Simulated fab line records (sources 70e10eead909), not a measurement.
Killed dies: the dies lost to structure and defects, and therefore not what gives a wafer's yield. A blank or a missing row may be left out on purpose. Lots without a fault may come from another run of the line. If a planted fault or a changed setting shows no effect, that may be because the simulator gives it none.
Chamber matching / flow nand-harc / rie-diel-06 running NHARC_A_CONTACT_DESCUM_74: 4 sister chambers
The step chemistry O2, time 3 s. 4 wafers are shown with their chamber, then 7 later ones without.

== WAFERS WITH THEIR CHAMBER ==
wafer=L088.5; chamber=3; showerhead-plenum-p-Torr (Torr)=1.87
wafer=L088.6; chamber=0; showerhead-plenum-p-Torr (Torr)=2.00
wafer=L090.1; chamber=2; showerhead-plenum-p-Torr (Torr)=1.84
wafer=L090.2; chamber=1; showerhead-plenum-p-Torr (Torr)=1.87

== WAFERS WITH NO CHAMBER GIVEN ==
wafer=L090.4; showerhead-plenum-p-Torr (Torr)=2.00
wafer=L095.1; showerhead-plenum-p-Torr (Torr)=2.00
wafer=L095.3; showerhead-plenum-p-Torr (Torr)=1.86
wafer=L095.4; showerhead-plenum-p-Torr (Torr)=1.84
wafer=L096.1; showerhead-plenum-p-Torr (Torr)=1.84
wafer=L096.3; showerhead-plenum-p-Torr (Torr)=1.86
wafer=L096.5; showerhead-plenum-p-Torr (Torr)=1.86

== THE CHAMBER EACH PASSED THROUGH ==
wafer=L090.4; from the rows above=0; in truth=0
wafer=L095.1; from the rows above=0; in truth=0
wafer=L095.3; from the rows above=can't be placed: 1 or 3 or 2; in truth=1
wafer=L095.4; from the rows above=2; in truth=2
wafer=L096.1; from the rows above=2; in truth=2
wafer=L096.3; from the rows above=can't be placed: 1 or 3 or 2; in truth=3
wafer=L096.5; from the rows above=can't be placed: 1 or 3 or 2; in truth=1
Correctly placed: 4 of 7. Can't be placed from these rows: 3 (the true chamber is among the candidates in 3). 0 placed wrongly.
How it was worked out, from the rows above alone: a wafer's distance from a chamber is the root of the sum, over the readings, of the square of ((its reading less the chamber's mean) divided by the reading's scatter). The wafer belongs to the nearest chamber; if the next one is less than 2 further off, it can't be placed. Each chamber's mean is taken over the wafers shown for it. The scatter: with one shown wafer a chamber, the root of the mean of the squares of how far each hidden wafer lies from its nearest shown one.
